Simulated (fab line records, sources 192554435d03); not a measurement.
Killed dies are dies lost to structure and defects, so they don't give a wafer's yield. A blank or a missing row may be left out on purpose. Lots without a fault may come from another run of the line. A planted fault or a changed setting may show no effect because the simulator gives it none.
fab line records | flow n5_finfet
record lots=5 wafers=15 last_day=18
route steps=1938 shown BEOL_M6@1203 PASSIVATION@1936
lots that met no fault: from a run of the same line without faults
start_h: hours from the record's first day to the start of the lot's first wafer shown | wait_h: hours since the lot's step before | " the same as in the row above | L1.1+2: a row that stands for several wafers | - no value, or no start given | * or withheld: withheld | < > ~ a bound
route shown NAME@n: a module of which the file shows steps, and the number in the route of the first | usual: mean/standard deviation of fault-free wafers | same: alike in all rows | chamber/n: place in a boat | sites: the reading at each site | _std_site: their standard deviation | _edge_site: outer sites' mean less inner sites' | radius_mm: how far each site lies from the wafer's centre | mask NAME#n: copy n | behind: the tool/chamber that last shaped the wafer | hold: why the lot was held/for how many hours/how that ended | device: the transistor (n, p or np) that didn't switch | end of line: the same wafers' tests at the end of the route | a step without rows: its recipe alone | killed: dies lost to structure and defects at the first sort, not the wafer's yield | map: a wafer's dies, x killed, . not, _ none there
set.NAME: the setting as run; set.NAME@STEP: as run at that earlier step | model.NAME: the simulator's own value behind a step, which no gauge read
lots at some steps of the route; a table a step, a row a wafer
services: from which hour (start_h, from the record's first day; less than 0 if before it) a tool's chamber was out of use, for how many hours, and why
## steps
# step N5_BEOL_M6_SOFTBAKE_06
# recipe temp_c=110 time_s=60 resist=CAR-ArF
# step N5_BEOL_M6_EXPOSE_08
# recipe mask_id=M6 na=1.35 source_shape=dipole sigma_inner=0.817 sigma_outer=0.97 polarization=te dose_mj=68.25
# step N5_BEOL_M6_PEB_09
# recipe peb_temp_c=withheld peb_time_s=60 resist=CAR-ArF
# step N5_BEOL_M6_DEVELOP_10
# recipe develop_time_s=30 developer=TMAH resist=CAR-ArF rinse_liquid=diw dry=air_spin dev_temp_c=23
# step N5_BEOL_M6_CD_MEAS_11
# recipe target_cd_nm=38.5 landing_energy_ev=500 detector=se_inlens polarity=opening
# usual cd_nm=38.5/0.35
# columns lot.wafer tool chamber start_h wait_h cd_nm
L130.3 cd_sem-03 0 191.22 - 38.0
L130.4 " 0 " " 38.5
L130.6 " 0 " " 38.0
L139.1 cd_sem-01 0 245.21 - 38.3
L139.3 " 0 " " 38.6
L139.6 " 0 " " 38.7
L148.2 cd_sem-01 0 300.20 - 38.9
L148.3 " 0 " " 38.6
L148.6 " 0 " " 38.4
L150.3 cd_sem-02 0 316.79 - 38.0
L150.5 " 0 " " 38.2
L150.6 " 0 " " 38.7
L149.1 cd_sem-01 0 325.35 - 38.7
L149.3 " 0 " " 38.3
L149.5 " 0 " " 38.7
# step N5_BEOL_M6_OVL_MEAS_12
# recipe points_per_wafer=44
# usual M6_OVL=0.4/0.77
# columns lot.wafer tool chamber start_h wait_h M6_OVL[nm]
L130.3 overlay-02 0 191.25 0.0 -0.4
L130.4 " 0 " " -0.6
L130.6 " 0 " " -0.7
L139.1 overlay-01 0 245.24 0.0 0.6
L139.3 " 0 " " 0.5
L139.6 " 0 " " 1.2
L148.2 overlay-01 0 300.23 0.0 1.5
L148.3 " 0 " " 1.2
L148.6 " 0 " " 1.6
L150.3 overlay-01 0 316.82 0.0 -0.2
L150.5 " 0 " " -0.2
L150.6 " 0 " " 0.9
L149.1 overlay-02 0 325.38 0.0 0.1
L149.3 " 0 " " 0.8
L149.5 " 0 " " 1.0
# step N5_BEOL_M6_INSPECT_13
# recipe mode=adi inspect_instrument=brightfield
# usual raw_defect_count=399/93
# columns lot.wafer tool chamber start_h wait_h raw_defect_count
L130.3 defect_inspect-01 - 191.28 0.0 332
L130.4 " - " " 284
L130.6 " - " " 327
L139.1 defect_inspect-01 - 245.26 0.0 421
L139.3 " - " " 409
L139.6 " - " " 497
L148.2 defect_inspect-02 - 300.25 0.0 478
L148.3 " - " " 403
L148.6 " - " " 548
L150.3 defect_inspect-01 - 316.84 0.0 469
L150.5 " - " " 353
L150.6 " - " " 339
L149.1 defect_inspect-01 - 325.40 0.0 238
L149.3 " - " " 363
L149.5 " - " " 351
# step N5_BEOL_M6_DESCUM_16
# recipe chemistry=O2 time_s=7.9 source_power_w=50 bias_power_w=20 pressure_mtorr=20 rf_frequency_hz=2.712e+07 temp_c=40 resist=CAR-ArF o2_flow_sccm=225
# step N5_BEOL_M6_ETCH_61
# recipe chemistry=CF4 target=SiARC target_depth_a=455 mask_material=CAR-ArF time_s=75.8 ion_energy_ev=80 pressure_mtorr=40 source_w=545 bias_w=36 Ar_flow_sccm=100 cf4_flow_sccm=100 ends=cleared
# usual bias_w=36.00/0.098 drypump_motor_current_A=5.5/0.36 etch_rf_on_time_s=75.6/1.1 oes_product_au=0.69/0.066 rf_vpp_V=184.1/1 showerhead_plenum_p_Torr=2.15/0.064 throttle_valve_pct=15.60/0.28
# columns lot.wafer tool chamber start_h wait_h bias_w drypump_motor_current_A etch_rf_on_time_s oes_product_au rf_hours_counter_h rf_vpp_V showerhead_plenum_p_Torr throttle_valve_pct
L130.3 rie_diel-04 3 191.47 0.0 35.90 5.5 73.4 0.76 39 183.8 2.18 15.13
L130.4 " 3 " " 35.94 5.5 74.2 0.77 - 186.0 2.18 15.12
L130.6 " 0 " " 36.16 5.4 74.9 0.70 - 183.7 2.25 15.79
L139.1 rie_diel-04 0 245.69 0.0 36.12 5.4 74.8 0.69 87 185.1 2.24 15.83
L139.3 " 1 " " 36.08 5.7 74.6 0.77 27 184.5 2.19 15.40
L139.6 " 1 " " 36.05 5.7 74.4 0.77 - 184.1 2.19 15.39
L148.2 rie_diel-04 3 300.36 0.0 36.12 5.5 74.9 0.71 77 183.2 2.17 15.20
L148.3 " 0 " " 36.04 5.4 74.5 0.67 106 184.9 2.23 15.85
L148.6 " 2 " " 35.91 5.7 75.8 0.69 - 184.1 2.16 15.18
L150.3 rie_diel-06 1 316.91 0.0 35.99 5.3 75.5 0.61 186 183.7 2.04 15.98
L150.5 " 0 " " 36.19 5.5 76.9 0.59 - 184.0 2.12 15.63
L150.6 " 1 " " 35.93 5.3 74.5 0.62 - 183.0 2.04 15.99
L149.1 rie_diel-06 2 325.68 0.0 35.84 5.0 76.2 0.65 143 183.3 2.07 15.88
L149.3 " 0 " " 36.05 5.5 76.6 0.60 237 184.7 2.12 15.65
L149.5 " 1 " " 35.96 5.3 74.9 0.61 - 182.2 2.04 15.99
# step N5_BEOL_M6_ETCH_62
# recipe chemistry=N2/H2 target=SOC target_depth_a=1100 overetch_a=220 mask_material=SiARC temp_c=40 time_s=165 ion_energy_ev=200 pressure_mtorr=30 source_w=840 bias_w=150 n2_flow_sccm=200 h2_flow_sccm=200
# usual bias_w=149.9/0.48 drypump_motor_current_A=5.5/0.37 oes_product_au=0.68/0.063 rf_vpp_V=524.1/2.5 showerhead_plenum_p_Torr=2.55/0.082 throttle_valve_pct=17.8/0.32
# columns lot.wafer tool chamber start_h wait_h bias_w drypump_motor_current_A oes_product_au rf_hours_counter_h rf_vpp_V showerhead_plenum_p_Torr throttle_valve_pct
L130.3 rie_diel-04 3 191.53 0.0 149.2 5.5 0.75 39 526.1 2.59 17.3
L130.4 " 3 " " 149.8 5.5 0.75 - 525.2 2.59 17.3
L130.6 " 0 " " 150.5 5.4 0.69 - 528.3 2.70 18.1
L139.1 rie_diel-04 0 245.74 0.0 151.0 5.4 0.68 87 526.9 2.69 18.2
L139.3 " 1 " " 149.6 5.7 0.75 27 525.2 2.60 17.6
L139.6 " 1 " " 149.8 5.7 0.76 - 526.3 2.60 17.6
L148.2 rie_diel-04 3 300.41 0.0 150.5 5.5 0.70 77 524.6 2.57 17.3
L148.3 " 0 " " 150.7 5.4 0.66 106 527.3 2.68 18.2
L148.6 " 2 " " 149.3 5.7 0.68 - 524.7 2.57 17.4
L150.3 rie_diel-06 1 316.96 0.0 149.9 5.3 0.61 186 521.4 2.43 18.2
L150.5 " 0 " " 149.7 5.5 0.60 - 523.1 2.51 17.7
L150.6 " 1 " " 149.9 5.3 0.61 - 520.3 2.43 18.2
L149.1 rie_diel-06 2 325.73 0.0 149.9 5.0 0.65 143 521.3 2.44 18.1
L149.3 " 0 " " 149.8 5.5 0.59 238 521.3 2.51 17.7
L149.5 " 1 " " 149.0 5.3 0.61 - 521.4 2.43 18.2
# step N5_BEOL_M6_STRIP_68
# recipe chemistry=N2/H2 temp_c=40 n2_flow_sccm=200 h2_flow_sccm=200 rf_frequency_hz=6e+07
# step N5_BEOL_M6_STRIP_67
# recipe chemistry=CF4 resist=SiARC power_w=300 bias_power_w=75 pressure_mtorr=50 cf4_flow_sccm=150 rf_frequency_hz=6e+07
# usual drypump_motor_current_A=5.5/0.37 oes_product_au=0.81/0.074 rf_vpp_V=271.1/1.6 showerhead_plenum_p_Torr=1.80/0.053 throttle_valve_pct=13.56/0.28
# columns lot.wafer tool chamber start_h wait_h drypump_motor_current_A oes_product_au rf_hours_counter_h rf_vpp_V showerhead_plenum_p_Torr throttle_valve_pct
L130.3 rie_diel-04 3 191.67 0.0 5.5 0.88 39 270.6 1.83 13.08
L130.4 " 3 " " 5.5 0.88 - 273.1 1.83 13.10
L130.6 " 0 " " 5.4 0.82 - 272.6 1.88 13.71
L139.1 rie_diel-04 0 245.89 0.0 5.4 0.79 87 273.3 1.88 13.76
L139.3 " 1 " " 5.7 0.90 27 272.0 1.83 13.36
L139.6 " 1 " " 5.7 0.90 - 273.0 1.83 13.34
L148.2 rie_diel-04 3 300.56 0.0 5.5 0.83 77 271.1 1.81 13.18
L148.3 " 0 " " 5.4 0.77 106 273.3 1.87 13.82
L148.6 " 2 " " 5.6 0.80 - 271.1 1.81 13.18
L150.3 rie_diel-06 1 317.11 0.0 5.3 0.71 186 268.3 1.71 13.97
L150.5 " 0 " " 5.5 0.70 - 269.7 1.78 13.65
L150.6 " 1 " " 5.3 0.71 - 268.9 1.71 13.98
L149.1 rie_diel-06 2 325.88 0.0 5.0 0.77 143 269.2 1.73 13.84
L149.3 " 0 " " 5.5 0.70 238 268.9 1.78 13.67
L149.5 " 1 " " 5.3 0.71 - 269.2 1.71 13.97
# step N5_BEOL_M6_HM_OPEN_17
# recipe chemistry=Cl2/BCl3 target_depth_a=200 overetch_a=60 target=TiN mask_material=SOC ion_energy_ev=150 pressure_mtorr=10 icp_w=1000 bias_w=126 Cl2_flow_sccm=53.25 bcl3_flow_sccm=21.75 Ar_flow_sccm=25
# usual bias_w=126.0/0.34 drypump_motor_current_A=5.7/0.53 oes_product_au=0.70/0.094 throttle_valve_pct=21.98/0.2
# columns lot.wafer tool chamber start_h wait_h bias_w drypump_motor_current_A oes_product_au rf_hours_counter_h throttle_valve_pct
L130.3 rie_metal-01 0 191.74 0.1 126.1 6.5 0.55 - 22.09
L130.4 " 1 " " 126.1 5.2 0.68 - 21.79
L130.6 " 1 " " 126.2 5.2 0.68 - 21.80
L139.1 rie_metal-03 0 245.93 0.0 126.2 5.5 0.79 2 21.63
L139.3 " 1 " " 125.9 6.2 0.76 - 22.22
L139.6 " 1 " " 125.6 6.1 0.78 - 22.22
L148.2 rie_metal-03 1 300.60 0.0 125.7 6.1 0.75 14 22.22
L148.3 " 0 " " 125.7 5.5 0.75 - 21.64
L148.6 " 1 " " 125.6 6.2 0.74 - 22.20
L150.3 rie_metal-02 0 317.18 0.1 125.7 4.8 0.65 - 22.01
L150.5 " 0 " " 126.0 4.8 0.66 - 22.00
L150.6 " 1 " " 125.7 6.0 0.73 - 21.97
L149.1 rie_metal-02 1 325.92 0.0 126.6 6.0 0.74 15 21.97
L149.3 " 0 " " 125.2 4.8 0.67 - 22.01
L149.5 " 1 " " 126.4 6.0 0.73 - 21.96
# step N5_BEOL_M6_STRIP_19
# recipe chemistry=O2 power_w=400 temp_c=40 pressure_mtorr=30 rf_frequency_hz=6e+07 bias_power_w=0 overash_fraction=0.2 o2_flow_sccm=225
# usual drypump_motor_current_A=5.5/0.42 o2_flow_sccm=225.0/0.65 oes_product_au=0.79/0.074 rf_vpp_V=3.6/0.64 showerhead_plenum_p_Torr=2.09/0.069 throttle_valve_pct=16.67/0.29
# columns lot.wafer tool chamber start_h wait_h drypump_motor_current_A o2_flow_sccm oes_product_au rf_hours_counter_h rf_vpp_V showerhead_plenum_p_Torr throttle_valve_pct
L130.3 rie_diel-04 2 191.82 0.1 5.6 226.0 0.86 51 4.4 2.12 16.13
L130.4 " 3 " " 5.5 225.1 0.89 - 4.1 2.13 16.17
L130.6 " 2 " " 5.7 225.3 0.85 - 3.2 2.12 16.14
L139.1 rie_diel-04 1 246.21 0.3 5.7 225.4 0.90 27 4.8 2.14 16.49
L139.3 " 0 " " 5.4 224.5 0.79 87 5.8 2.22 16.99
L139.6 " 1 " " 5.7 225.6 0.90 - 5.2 2.14 16.46
L148.2 rie_diel-06 1 300.71 0.1 5.3 224.5 0.73 180 4.3 2.00 17.07
L148.3 " 3 " " 6.5 224.8 0.68 249 3.7 2.14 16.87
L148.6 " 1 " " 5.3 225.4 0.73 - 3.4 2.00 17.05
L150.3 rie_diel-06 2 317.49 0.3 5.0 226.0 0.76 140 3.6 2.00 16.85
L150.5 " 1 " " 5.3 224.6 0.71 - 3.6 2.00 17.08
L150.6 " 0 " " 5.5 225.5 0.69 - 3.8 2.07 16.62
L149.1 rie_diel-03 2 326.03 0.1 5.7 225.5 0.83 77 4.1 2.21 16.33
L149.3 " 0 " " 5.1 225.0 0.79 96 3.7 2.04 16.78
L149.5 " 0 " " 5.0 225.2 0.80 - 3.4 2.04 16.79
# step N5_BEOL_M6_CD_MEAS_18
# recipe pitch_nm=80 target_cd_nm=40
# usual cd_nm=40.0/0.41
# columns lot.wafer tool chamber start_h wait_h cd_nm
L130.3 cd_sem-03 - 191.90 0.1 40.1
L130.4 " - " " 40.2
L130.6 " - " " 39.8
L139.1 cd_sem-01 - 246.28 0.0 39.6
L139.3 " - " " 39.9
L139.6 " - " " 39.4
L148.2 cd_sem-01 - 300.78 0.1 41.1
L148.3 " - " " 40.0
L148.6 " - " " 39.9
L150.3 cd_sem-02 - 317.56 0.1 39.4
L150.5 " - " " 40.2
L150.6 " - " " 40.2
L149.1 cd_sem-02 - 326.10 0.0 40.2
L149.3 " - " " 39.8
L149.5 " - " " 40.2
# step N5_BEOL_M6_COAT_63
# recipe resist=SOC temp_c=250 time_s=60 spin_rpm=1500 resist_thk_nm=60
# step N5_BEOL_M6_COAT_64
# recipe resist=SiARC temp_c=220 time_s=60 spin_rpm=1500 resist_thk_nm=12
# step N5_BEOL_M6_COAT_71
# recipe resist=underlayer temp_c=205 time_s=60 spin_rpm=1500 resist_thk_nm=5
# step N5_BEOL_M6_COAT_22
# recipe resist=CAR-EUV spin_rpm=1500 resist_thk_nm=30
# step N5_BEOL_M6_EBR_24
# recipe solvent=PGMEA ebr_width_mm=1.5
# step N5_BEOL_M6_SOFTBAKE_23
# recipe temp_c=110 time_s=60 resist=CAR-EUV
# step N5_BEOL_M6_EXPOSE_25
# recipe mask_id=V5 na=0.33 source_shape=annular sigma_inner=0.4 sigma_outer=0.8 polarization=unpolarized target_cd_nm=40 dose_mj=45
# step N5_BEOL_M6_PEB_26
# recipe peb_temp_c=100 peb_time_s=60 resist=CAR-EUV
# step N5_BEOL_M6_DEVELOP_27
# recipe develop_time_s=30 developer=TMAH resist=CAR-EUV rinse_liquid=surfactant_rinse dry=air_spin dev_temp_c=23
# step N5_BEOL_M6_CD_MEAS_28
# recipe target_cd_nm=40 landing_energy_ev=500 detector=se_inlens
# usual cd_nm=40.04/0.22
# columns lot.wafer tool chamber start_h wait_h cd_nm
L130.3 cd_sem-01 0 192.20 - 40.06
L130.4 " 0 " " 39.78
L130.6 " 0 " " 40.06
L139.1 cd_sem-01 0 248.30 - 40.17
L139.3 " 0 " " 39.86
L139.6 " 0 " " 39.66
L148.2 cd_sem-02 0 301.49 - 40.28
L148.3 " 0 " " 39.92
L148.6 " 0 " " 40.06
L150.3 cd_sem-03 0 321.82 - 40.02
L150.5 " 0 " " 39.89
L150.6 " 0 " " 40.40
L149.1 cd_sem-02 0 331.01 - 40.16
L149.3 " 0 " " 40.30
L149.5 " 0 " " 40.07
# step N5_BEOL_M6_OVL_MEAS_29
# recipe points_per_wafer=522
# usual V5_OVL=-0.5/0.74
# columns lot.wafer tool chamber start_h wait_h V5_OVL[nm]
L130.3 overlay-01 0 192.24 0.0 -0.8
L130.4 " 0 " " -0.8
L130.6 " 0 " " 0.0
L139.1 overlay-02 0 248.33 0.0 -0.5
L139.3 " 0 " " -0.4
L139.6 " 0 " " -0.4
L148.2 overlay-02 0 301.53 0.0 0.0
L148.3 " 0 " " 0.2
L148.6 " 0 " " -0.8
L150.3 overlay-01 0 321.86 0.0 0.2
L150.5 " 0 " " -0.1
L150.6 " 0 " " -1.3
L149.1 overlay-01 0 331.04 0.0 -1.6
L149.3 " 0 " " -1.6
L149.5 " 0 " " -1.7
# step N5_BEOL_M6_INSPECT_30
# recipe mode=adi inspect_instrument=brightfield
# usual raw_defect_count=417/95
# columns lot.wafer tool chamber start_h wait_h raw_defect_count
L130.3 defect_inspect-02 - 192.29 0.0 359
L130.4 " - " " 322
L130.6 " - " " 367
L139.1 defect_inspect-01 - 248.39 0.1 412
L139.3 " - " " 737
L139.6 " - " " 793
L148.2 defect_inspect-02 - 301.58 0.0 440
L148.3 " - " " 387
L148.6 " - " " 553
L150.3 defect_inspect-02 - 321.90 0.0 504
L150.5 " - " " 370
L150.6 " - " " 384
L149.1 defect_inspect-01 - 331.09 0.1 243
L149.3 " - " " 369
L149.5 " - " " 336
# step N5_BEOL_M6_DESCUM_33
# recipe chemistry=O2 time_s=7 source_power_w=50 bias_power_w=20 pressure_mtorr=20 rf_frequency_hz=2.712e+07 temp_c=40 resist=CAR-EUV o2_flow_sccm=225
# usual drypump_motor_current_A=5.5/0.34 o2_flow_sccm=225.0/0.76 oes_product_au=0.82/0.073 rf_vpp_V=243.5/1.3 showerhead_plenum_p_Torr=2.11/0.067 throttle_valve_pct=20.3/0.32
# columns lot.wafer tool chamber start_h wait_h drypump_motor_current_A o2_flow_sccm oes_product_au rf_hours_counter_h rf_vpp_V showerhead_plenum_p_Torr throttle_valve_pct
L130.3 rie_diel-04 3 192.37 0.1 5.5 223.3 0.89 39 242.6 2.13 19.9
L130.4 " 0 " " 5.4 226.2 0.81 - 245.4 2.22 20.8
L130.6 " 2 " " 5.7 225.1 0.85 - 242.6 2.12 19.9
L139.1 rie_diel-06 0 248.42 0.0 5.5 225.3 0.71 219 243.0 2.07 20.3
L139.3 " 2 " " 5.0 225.2 0.80 113 242.6 2.01 20.6
L139.6 " 3 " " 6.5 224.6 0.69 - 243.7 2.14 20.5
L148.2 rie_diel-04 0 301.62 0.0 5.4 224.8 0.78 106 246.6 2.21 20.8
L148.3 " 3 " " 5.5 223.9 0.83 77 243.9 2.11 20.0
L148.6 " 3 " " 5.5 223.6 0.83 - 243.8 2.11 20.0
L150.3 rie_diel-06 1 322.01 0.1 5.3 224.6 0.71 187 241.5 1.99 20.8
L150.5 " 1 " " 5.3 224.1 0.71 - 241.6 1.99 20.8
L150.6 " 0 " " 5.5 225.5 0.69 - 243.3 2.07 20.3
L149.1 rie_diel-06 3 331.14 0.0 6.5 223.9 1.00 0 244.5 2.14 20.2
L149.3 " 1 " " 5.3 226.9 0.71 192 240.5 1.99 20.8
L149.5 " 3 " " 6.5 225.2 1.00 - 244.0 2.14 20.2
# step N5_PASSIVATION_PROBE_49
# usual defect_limited_yield=91.4/1.6 killed_at_M0_to_M3=34/12 killed_at_M4_up=13/5.2 killed_at_contacts=11/5.5 killed_at_front_end=40/13 killed_at_other=3.4/2.7 killed_dies=102/19 killed_on_rim=13/4.3 killed_open=66/15 killed_short=33/7.9 sort_bin_5_function=5.1/1.1 sort_bin_6_memory=3.2/0.7 sort_n_pass=1078/19 sort_yield_pct=91.4/1.6
# same gross_dies=1180 killed_at_back_side=0 sort_bin_4_leakage[%]=0 sort_bin_8_speed[%]=0
# columns lot.wafer tool chamber start_h wait_h defect_limited_yield[%] killed_at_M0_to_M3 killed_at_M4_up killed_at_contacts killed_at_front_end killed_at_other killed_dies killed_on_rim killed_open killed_short sort_bin_5_function[%] sort_bin_6_memory[%] sort_n_pass sort_yield_pct[%]
L139.3 prober-02 - 341.70 0.1 85.0 62 66 15 33 1 177 31 82 42 9.2 4.4 1003 85.0
L139.6 prober-02 - 341.85 0.3 85.7 32 74 22 37 4 169 26 77 34 8.4 4.3 1011 85.7
# killed by level:class
L139.3 BEOL_M6:unspecified=53 BEOL_M2:geometric_particle:open=19 BEOL_M0_SAQP:geometric_particle:short=18 MOL_CONTACT_COAG:geometric_particle:open=15 BEOL_M0_SAQP:geometric_particle:open=15 FIN_SAQP:geometric_particle:short=10 BEOL_M4:geometric_particle:open=8 STI_FIN_REVEAL:geometric_particle:open=6
L139.6 BEOL_M6:unspecified=57 MOL_CONTACT_COAG:geometric_particle:open=18 BEOL_M0_SAQP:geometric_particle:open=11 FIN_SAQP:geometric_particle:open=10 BEOL_M4:geometric_particle:open=10 BEOL_M3:geometric_particle:open=9 BEOL_M0_SAQP:geometric_particle:short=6 FIN_SAQP:geometric_particle:short=5
# map L139.3 (x killed, . not)
_________________xx..........________________
______________......x...x......._____________
___________.................xx.....__________
__________............x..xx........._________
________......xx.............x........_______
_______........x.............x.........______
______................xx.x.......x......_____
_____........................x..x....x...____
____x....x..x.......xx.....x..x...x.x.x...___
___xx............x.........................__
___.........x...............x.....x...x..x.__
__....x...............x............xx...xx.._
__...x.......x.........x............x......._
_...........x...............x........x.......
_..x..x.........................x............
_.xx....x..........x..x..x....x....xx...x....
_..............x.x.............xx...x........
_.............x....x.............x........x..
_x..x..x....x..x......x....x.............x..x
_..........................x............x..xx
_.......x...........x...x............xx.xxxxx
__.....x..........x..x.......x......x.xxxxxx_
__x.......x.x..........x..............xxxxxx_
___..x................x..............xxxxxx__
___.......x...x.............x....x.x.xxxxxx__
____...x...x...x.................x.xxxxxxx___
_____....x......x.............x..x....xxx____
______..............x..x............xxxx_____
_______.........x.....x.............xxx______
________...x.........................x_______
__________.x.................x......_________
___________x..x..x.x...............__________
______________.x........x......._____________
_________________....x.......________________
# map L148.2 (x killed, . not)
_________________..x.........________________
______________.............x...._____________
___________x.......................__________
__________..............x........xx._________
________......x................x....x._______
_______...................x...x........______
______..............x....x...x......x.x._____
_____...x...x.x......x..............x....____
____..x............x.x....................___
___.x..........x..........x.x..............__
___..........x.....................x.......__
__..x............x................x........._
__.x.x..xx.x.....x...........x.........x...._
_.........x......xx...........x..............
_..x........x................................
_......x......x............................xx
_...........x.............x.......xxxx...x...
_x...................x.......x........x.....x
_..........x.......x..x......................
_x....x..............x....x.xx.......x.......
_.........x.x................x.......x..x....
__............x..................x..x.x....._
__.......x.................x..x....x........_
___.........xx..........x.x.xx......x......__
___x.........x...........x.x...............__
____.......x..............................___
_____...x.......xx.......................____
______......x.x..x..........x..........._____
_______................................______
________.x.x........x...x............._______
__________.................x........_________
___________.........x.......xx...x.__________
______________x.............x..._____________
_________________............________________
## services
# columns tool chamber start_h hours kind
rie_metal-03 1 172.00 - clean
rie_metal-03 1 172.00 22.1 scheduled_down
rie_metal-03 1 172.00 22.1 vent_cycle
rie_metal-02 - 205.59 28.1 pm
rie_diel-03 1 211.40 - clean
rie_diel-03 1 211.40 - consumable_replace:focus_ring
rie_metal-03 0 219.62 - clean
rie_metal-03 0 219.62 13.4 scheduled_down
rie_metal-03 0 219.62 13.4 vent_cycle
rie_diel-06 3 226.21 11.0 repair
rie_metal-03 - 230.48 1.4 pm
rie_metal-02 - 233.69 2.8 pm
rie_metal-02 0 249.11 16.4 repair
rie_metal-01 0 249.94 7.1 repair
rie_diel-03 2 276.78 12.1 repair
rie_metal-03 0 285.62 1.4 repair
rie_metal-03 - 296.71 2.8 pm
rie_metal-01 - 307.96 1.4 pm
rie_diel-06 3 311.90 - clean
rie_diel-06 3 311.90 - consumable_replace:focus_ring
rie_diel-06 3 311.90 18.8 scheduled_down
rie_diel-06 3 311.90 18.8 vent_cycle
rie_metal-03 1 329.18 5.2 repair
rie_diel-03 1 329.69 7.5 repair
## key
first_sign step=N5_BEOL_M6_INSPECT_30 reading=raw_defect_count direction=up sigmas=3.7 usual=417 struck=765
effect step=N5_PASSIVATION_PROBE_49 reading=killed_at_M4_up direction=up sigmas=11 usual=13 struck=70
more_kills_born_at N5_BEOL_M6_HM_OPEN_17@rie_metal-03=110
met_at N5_BEOL_M6_HM_OPEN_17
struck_wafers L139.3,L139.6
fault kind=chamber_particle_source tool=rie_metal-03 chamber=1 onset_h=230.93 steps=N5_BEOL_M6_HM_OPEN_17 rate_per_visit_cm2=0.49236 end_h=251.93
